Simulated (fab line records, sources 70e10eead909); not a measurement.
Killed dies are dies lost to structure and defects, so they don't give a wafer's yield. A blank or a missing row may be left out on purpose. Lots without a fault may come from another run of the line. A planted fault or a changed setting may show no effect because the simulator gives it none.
fab line records | flow nand_harc
record lots=13 wafers=37 last_day=33
route steps=1302 shown A_SLIT@936 A_WL_FILL@952 END@1302
lots that met no fault: from a run of the same line without faults
start_h: hours from the record's first day to the start of the lot's first wafer shown | wait_h: hours since the lot's step before | " the same as in the row above | L1.1+2: a row that stands for several wafers | - no value, or no start given | * or withheld: withheld | < > ~ a bound
route shown NAME@n: a module of which the file shows steps, and the number in the route of the first | usual: mean/standard deviation of fault-free wafers | same: alike in all rows | chamber/n: place in a boat | sites: the reading at each site | _std_site: their standard deviation | _edge_site: outer sites' mean less inner sites' | radius_mm: how far each site lies from the wafer's centre | mask NAME#n: copy n | behind: the tool/chamber that last shaped the wafer | hold: why the lot was held/for how many hours/how that ended | device: the transistor (n, p or np) that didn't switch | end of line: the same wafers' tests at the end of the route | a step without rows: its recipe alone | killed: dies lost to structure and defects at the first sort, not the wafer's yield | map: a wafer's dies, x killed, . not, _ none there
set.NAME: the setting as run; set.NAME@STEP: as run at that earlier step | model.NAME: the simulator's own value behind a step, which no gauge read
steps of the route over a sample of lots; a table a step, a row a wafer
services: from which hour (start_h, from the record's first day; less than 0 if before it) a tool's chamber was out of use, for how many hours, and why
## steps
# step NHARC_A_SLIT_DESCUM_14
# recipe time_s=3 o2_flow_sccm=200 ar_flow_sccm=0 bias_power_w=0 chemistry=O2
# usual drypump_motor_current_A=5.8/0.44 oes_product_au=0.996/0.0098 rf_vpp_V=57.9/0.95 showerhead_plenum_p_Torr=1.93/0.082 throttle_valve_pct=11.310/0.0098
# columns lot.wafer tool chamber start_h wait_h drypump_motor_current_A oes_product_au rf_hours_counter_h rf_vpp_V showerhead_plenum_p_Torr throttle_valve_pct
L666.4 rie_diel-04 2 460.39 0.1 6.4 0.997 4.0 58.6 1.99 11.322
L666.2 " 3 " " 5.9 0.994 4.7 58.1 1.90 11.306
L666.6 " 2 " " 6.3 1.000 - 58.0 1.99 11.300
L667.2 rie_diel-10 3 460.53 0.1 6.0 1.005 1.1 57.6 2.01 11.306
L667.3 " 1 " " 5.3 1.000 1.2 57.8 1.87 11.315
L667.6 " 3 " " 6.0 1.015 - 58.3 2.01 11.321
L665.3 rie_diel-05 3 462.12 0.1 5.5 0.989 1.8 59.4 1.89 11.317
L665.1 " 1 " " 6.5 0.991 2.7 58.1 1.95 11.322
L665.2 " 2 " " 6.1 0.996 2.0 58.1 2.05 11.319
L669.4 rie_diel-05 1 481.98 0.1 6.5 0.981 4.1 56.5 1.95 11.309
L669.3 " 0 " " 5.5 1.000 3.4 57.0 1.88 11.325
L669.6 " 2 " " 6.1 0.982 - 59.4 2.05 11.305
L674.1 rie_diel-10 2 540.42 0.1 5.4 1.017 5.9 58.3 2.01 11.316
L674.5 " 3 " " 6.0 0.994 - 58.0 2.01 11.292
L676.3 rie_diel-10 3 561.82 0.1 6.0 0.995 7.8 59.1 2.01 11.307
L676.5 " 1 " " 5.2 1.002 - 58.4 1.87 11.311
L677.4 rie_diel-10 2 570.45 0.1 5.4 1.003 9.3 57.9 2.01 11.319
L677.5 " 2 " " 5.4 1.011 - 58.3 2.01 11.301
L677.6 " 3 " " 6.0 0.993 - 58.1 2.01 11.316
L679.2 rie_diel-04 0 585.85 0.1 5.9 1.000 2.7 58.2 1.88 11.324
L679.4 " 2 " " 6.4 0.979 2.3 58.0 1.99 11.314
L679.5 " 0 " " 6.0 0.989 - 57.1 1.88 11.311
L684.1 rie_diel-05 2 639.67 0.1 6.1 0.980 2.3 58.5 2.05 11.292
L684.3 " 3 " " 5.5 0.990 2.2 57.9 1.89 11.313
L684.5 " 2 " " 6.1 0.988 - 60.1 2.05 11.318
L683.4 rie_diel-05 1 642.24 0.1 6.5 0.981 3.1 57.7 1.95 11.294
L683.2 " 2 " " 6.1 0.995 3.2 57.8 2.05 11.326
L683.1 " 3 " " 5.5 1.001 2.6 57.8 1.89 11.315
L686.2 rie_diel-10 0 660.54 0.1 5.5 0.994 2.1 57.1 1.79 11.310
L686.4 " 0 " " 5.5 0.992 - 56.9 1.79 11.302
L686.5 " 0 " " 5.4 0.998 - 56.6 1.79 11.317
L688.2 rie_diel-05 1 665.25 0.1 6.6 0.976 5.5 58.5 1.95 11.305
L688.3 " 2 " " 6.1 0.999 5.7 58.3 2.05 11.311
L688.4 " 3 " " 5.5 1.000 - 58.1 1.89 11.315
L687.4 rie_diel-10 0 666.57 0.1 5.4 0.995 3.6 59.0 1.79 11.311
L687.6 " 3 " " 6.0 1.019 - 58.1 2.01 11.323
L687.5 " 0 " " 5.4 0.993 - 57.4 1.79 11.318
# step NHARC_A_WL_FILL_ALD_00
# recipe target_thk_a=30 pulse_time_s=3 ald_cycles=30 temp_c=300 material=Al2O3
# usual ald_cycles=30/0 heater_power_outer_w=250/24 heater_power_w=446/40 precursor_pulse_height_rel=1.001/0.019
# columns lot.wafer tool chamber start_h wait_h ald_cycles heater_power_outer_w heater_power_w precursor_pulse_height_rel
L666.4 ald_hk-02 0 473.39 0.1 30 276 457 0.964
L666.2 " 3 " " 30 269 498 1.052
L666.6 " 0 " " 30 277 461 0.997
L667.2 ald_hk-04 1 473.39 0.1 30 236 421 0.982
L667.3 " 2 " " 30 229 447 1.023
L667.6 " 1 " " 30 233 421 1.024
L665.1 ald_hk-03 1 477.20 0.1 30 267 468 1.032
L665.2 " 2 " " 30 234 431 0.993
L665.3 " 3 " " 30 240 385 1.018
L669.3 ald_hk-02 2 495.08 0.1 30 242 409 0.995
L669.4 " 0 " " 30 271 462 1.035
L669.6 " 2 " " 30 244 410 0.991
L674.1 ald_hk-04 0 556.93 0.1 30 229 408 0.998
L674.5 " 2 " " 23 235 439 0.976
L676.3 ald_hk-04 2 574.85 0.1 30 236 447 0.992
L676.5 " 0 " " 23 227 423 0.990
L677.4 ald_hk-04 2 583.48 0.1 30 237 460 1.018
L677.6 " 1 " " 30 243 410 1.017
L677.5 " 2 " " 23 239 455 1.005
L679.4 ald_hk-03 1 600.38 0.1 30 267 480 0.991
L679.2 " 0 " " 30 272 466 1.004
L679.5 " 1 " " 30 265 464 0.993
L684.1 ald_hk-03 0 652.82 0.2 30 266 464 1.013
L684.3 " 2 " " 30 224 409 0.975
L684.5 " 1 " " 30 267 475 1.008
L683.1 ald_hk-04 3 656.48 0.1 30 283 506 0.979
L683.2 " 0 " " 30 225 415 0.988
L683.4 " 1 " " 30 221 397 0.982
L686.4 ald_hk-04 1 674.25 0.1 30 222 393 0.955
L686.2 " 3 " " 30 281 531 1.011
L686.5 " 2 " " 30 241 463 0.987
L687.4 ald_hk-02 2 678.56 0.1 30 245 417 1.000
L687.5 " 1 " " 30 224 426 1.028
L687.6 " 2 " " 30 241 429 1.019
L688.4 ald_hk-02 2 678.70 0.2 30 245 411 0.968
L688.2 " 3 " " 30 285 522 0.998
L688.3 " 0 " " 30 274 470 1.000
# step NHARC_A_WL_FILL_RTA_01
# recipe temp_c=1000 time_s=5
# usual lamp_power_pct=27.7/1.2 wafer_temp_C_max=1004.0/0.81
# columns lot.wafer tool chamber start_h wait_h lamp_power_pct wafer_temp_C_max
L666.2 rtp_anneal-02 0 473.68 - 26.8 1005.1
L666.4 " 0 " " 26.8 1004.1
L666.6 " 0 " " 26.8 1003.8
L667.2 rtp_anneal-01 0 473.69 - 29.3 1003.0
L667.3 " 0 " " 29.2 1003.2
L667.6 " 0 " " 29.2 1004.6
L665.1 rtp_anneal-02 0 477.44 - 26.8 1003.0
L665.2 " 0 " " 26.8 1003.3
L665.3 " 0 " " 26.8 1004.2
L669.3 rtp_anneal-01 0 495.40 - 29.2 1003.9
L669.4 " 0 " " 29.2 1003.4
L669.6 " 0 " " 29.3 1003.8
L674.1 rtp_anneal-01 0 557.11 - 29.2 1003.7
L674.5 " 0 " " 29.3 1002.5
L676.3 rtp_anneal-02 0 575.12 - 26.8 1004.3
L676.5 " 0 " " 26.8 1004.0
L677.4 rtp_anneal-02 0 583.81 - 26.8 1003.7
L677.5 " 0 " " 26.8 1003.6
L677.6 " 0 " " 26.8 1004.5
L679.2 rtp_anneal-02 0 600.67 - 26.8 1003.3
L679.4 " 0 " " 26.8 1004.0
L679.5 " 0 " " 26.8 1003.7
L684.1 rtp_anneal-02 0 653.08 - 26.8 1005.2
L684.3 " 0 " " 26.7 1004.4
L684.5 " 0 " " 26.8 1003.6
L683.1 rtp_anneal-02 0 656.71 - 26.8 1006.0
L683.2 " 0 " " 26.8 1005.0
L683.4 " 0 " " 26.8 1003.1
L686.2 rtp_anneal-02 0 674.54 - 26.8 1003.4
L686.4 " 0 " " 26.8 1005.1
L686.5 " 0 " " 26.8 1004.1
L687.4 rtp_anneal-01 0 678.88 - 29.2 1002.9
L687.5 " 0 " " 29.2 1002.8
L687.6 " 0 " " 29.2 1004.9
L688.2 rtp_anneal-02 0 678.99 - 26.7 1004.3
L688.3 " 0 " " 26.8 1003.6
L688.4 " 0 " " 26.8 1004.1
# step NHARC_A_WL_FILL_ETCHBACK_05
# recipe target_depth_a=220 time_s=60 temp_c=40 chemistry=Cl2/BCl3
# usual drypump_motor_current_A=5.48/0.28 oes_product_au=1.007/0.011 temp_c=40.01/0.11
# columns lot.wafer tool chamber start_h wait_h drypump_motor_current_A oes_product_au rf_hours_counter_h temp_c
L667.2 rie_metal-01 0 474.94 0.2 5.31 1.006 1.4 40.09
L667.3 " 0 " " 5.32 1.005 - 40.08
L667.6 " 0 " " 5.31 1.004 - 39.97
L666.2 rie_metal-02 1 475.25 0.2 5.28 1.015 0.4 39.95
L666.4 " 1 " " 5.26 1.024 - 40.06
L666.6 " 0 " " 5.80 1.008 - 40.01
L665.1 rie_metal-03 0 478.70 0.2 5.36 1.014 2.6 39.80
L665.2 " 1 " " 5.83 0.998 2.6 40.09
L665.3 " 1 " " 5.84 0.995 - 40.19
L669.3 rie_metal-02 1 496.70 0.2 5.25 1.007 - 39.89
L669.4 " 0 " " 5.80 1.004 - 39.95
L669.6 " 1 " " 5.26 1.019 - 39.82
L674.1 rie_metal-02 1 558.39 0.2 5.23 1.020 1.7 40.19
L674.5 " 1 " " 5.23 1.014 - 40.20
L676.3 rie_metal-03 1 576.36 0.1 5.83 0.999 - 40.12
L676.5 " 1 " " 5.83 0.993 - 40.10
L677.4 rie_metal-02 1 585.10 0.2 5.23 1.019 - 40.03
L677.6 " 0 " " 5.79 0.998 - 40.22
L677.5 " 1 " " 5.26 1.020 - 39.89
L679.2 rie_metal-02 1 601.92 0.2 5.25 1.008 2.7 40.12
L679.4 " 1 " " 5.24 1.011 - 39.95
L679.5 " 0 " " 5.77 1.011 - 40.02
L684.1 rie_metal-02 0 654.52 0.2 5.78 1.010 0.6 40.08
L684.3 " 0 " " 5.82 1.016 - 40.11
L684.5 " 1 " " 5.30 0.997 - 39.79
L683.1 rie_metal-03 1 657.97 0.2 5.83 0.993 2.4 40.18
L683.2 " 0 " " 5.32 1.022 2.4 40.08
L683.4 " 0 " " 5.32 1.019 - 39.92
L686.2 rie_metal-02 0 675.89 0.3 5.78 1.018 1.3 40.10
L686.4 " 0 " " 5.79 1.024 - 39.98
L686.5 " 1 " " 5.25 1.013 - 39.91
L687.4 rie_metal-01 1 680.09 0.1 5.07 0.982 - 40.14
L687.6 " 0 " " 5.32 1.009 - 40.05
L687.5 " 1 " " 5.07 0.988 - 40.18
L688.2 rie_metal-03 1 680.24 0.2 5.79 0.998 2.8 40.16
L688.4 " 0 " " 5.37 1.014 - 40.05
L688.3 " 1 " " 5.84 0.998 - 40.05
# step NHARC_END_SORT_01
# recipe temp_c=25
# usual killed_at_array=55/23 killed_at_other=1.0/1.2 killed_at_periphery=3.2/2.7 killed_dies=59/23 killed_open=3.1/1.6 killed_short=2.2/1.5
# same gross_dies=677
# columns lot.wafer tool chamber start_h wait_h killed_at_array killed_at_other killed_at_periphery killed_dies killed_open killed_short
L669.3 prober-02 0 594.81 3.1 25 2 1 28 2 0
L669.4 prober-02 0 595.60 3.4 18 1 0 19 3 1
L669.6 prober-02 0 597.19 4.0 25 2 1 28 2 2
L676.3 prober-02 0 674.99 3.1 100 3 3 106 5 1
L676.5 prober-02 0 676.58 3.7 94 0 4 98 4 0
# killed by level:class
L669.3 A_CHANNEL_HOLE_D2:chamber_film_flake=12 A_CHANNEL_HOLE_D1:chamber_film_flake=4 A_SGD_CUT:chamber_film_flake=3 A_WL_FILL:geometric_particle:open=2 A_STAIRCASE:chamber_film_flake=2 THIN_TSV:chamber_film_flake=2 P_M0:chamber_film_flake=1 A_CONTACT:chamber_film_flake=1
L669.4 A_CHANNEL_HOLE_D2:chamber_film_flake=8 A_CONTACT:chamber_film_flake=3 A_ONON_D2:geometric_particle:short=1 A_CHANNEL_FILL_D2:geometric_particle:open=1 A_WL_FILL:geometric_particle:open=1 A_CONTACT:geometric_particle:open=1 A_STAIRCASE:chamber_film_flake=1 A_SGD_CUT:chamber_film_flake=1
L669.6 A_CHANNEL_HOLE_D2:chamber_film_flake=8 A_SGD_CUT:chamber_film_flake=4 A_CHANNEL_HOLE_D1:chamber_film_flake=2 A_DECK1_JOINT:chamber_film_flake=2 THIN_TSV:chamber_film_flake=2 A_DECK1_JOINT:geometric_particle:open=1 A_DECK1_JOINT:geometric_particle:short=1 A_SGD_CUT:geometric_particle:open=1
L676.3 A_CHANNEL_HOLE_D1:chamber_film_flake=32 A_SLIT:chamber_film_flake=29 A_CHANNEL_HOLE_D2:chamber_film_flake=18 A_CONTACT:chamber_film_flake=6 A_M0:chamber_film_flake=4 P_M0:geometric_particle:open=2 A_CHANNEL_FILL_D2:chamber_film_flake=2 A_STAIRCASE:chamber_film_flake=2
L676.5 A_CHANNEL_HOLE_D1:chamber_film_flake=33 A_SLIT:chamber_film_flake=26 A_CHANNEL_HOLE_D2:chamber_film_flake=22 A_CONTACT:chamber_film_flake=4 A_STAIRCASE:chamber_film_flake=3 P_GATE:chamber_film_flake=2 A_M0:chamber_film_flake=2 P_CONTACT:geometric_particle:open=1
## services
# columns tool chamber start_h hours kind
rie_diel-04 2 442.74 4.8 repair
rie_diel-10 1 450.74 1.6 repair
rie_metal-02 - 454.00 9.0 pm
rie_diel-04 - 472.28 0.8 repair
rie_metal-03 - 484.47 0.4 repair
rie_diel-05 - 490.41 0.3 repair
rie_diel-10 2 504.28 4.7 repair
rie_diel-10 - 512.27 0.4 repair
rie_metal-03 - 519.00 9.0 pm
ald_hk-02 - 528.09 10.0 pm
ald_hk-02 - 543.87 0.9 repair
ald_hk-03 - 569.01 10.0 pm
rie_diel-05 - 583.60 9.0 pm
rie_diel-10 - 596.50 9.0 pm
rie_diel-05 0 598.80 4.6 repair
ald_hk-04 - 614.98 10.0 pm
rie_diel-10 1 615.14 6.6 repair
rie_metal-02 - 631.00 9.0 pm
rie_diel-05 1 634.21 2.7 repair
rie_diel-10 1 657.80 6.8 repair
rie_metal-03 1 658.44 4.1 repair
rie_diel-05 0 658.72 8.7 repair
rie_diel-10 2 660.25 1.7 repair
ald_hk-04 - 675.42 0.7 repair
## key
first_sign step=NHARC_A_WL_FILL_ALD_00 reading=ald_cycles direction=down sigmas=99+ usual=30 struck=23
effect none on later readings
met_at NHARC_A_WL_FILL_ALD_00
struck_lots L674,L676,L677
struck_wafers L674.5,L676.5,L677.5
tester_left_out L674,L676,L677
not_acting_at NHARC_A_SLIT_DESCUM_14,NHARC_A_WL_FILL_RTA_01,NHARC_A_WL_FILL_ETCHBACK_05
onset_between 473.39 556.93
fault kind=process_parameter_drift tool=ald_hk-04 chamber=- onset_h=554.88 steps=NHARC_A_WL_FILL_ALD_00 channel=ald_cycles offset=-7 shape=step end_h=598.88 scope=struck_wafers_only acts_in=these_recipes_only stated=30
# tester_left_out: of these lots the tester's yield and bins aren't shown, on N5 and GAA mostly nor the transistor test; their killed dies are dies lost to structure and defects alone, not to doping, threshold or leakage, so they don't give the yield
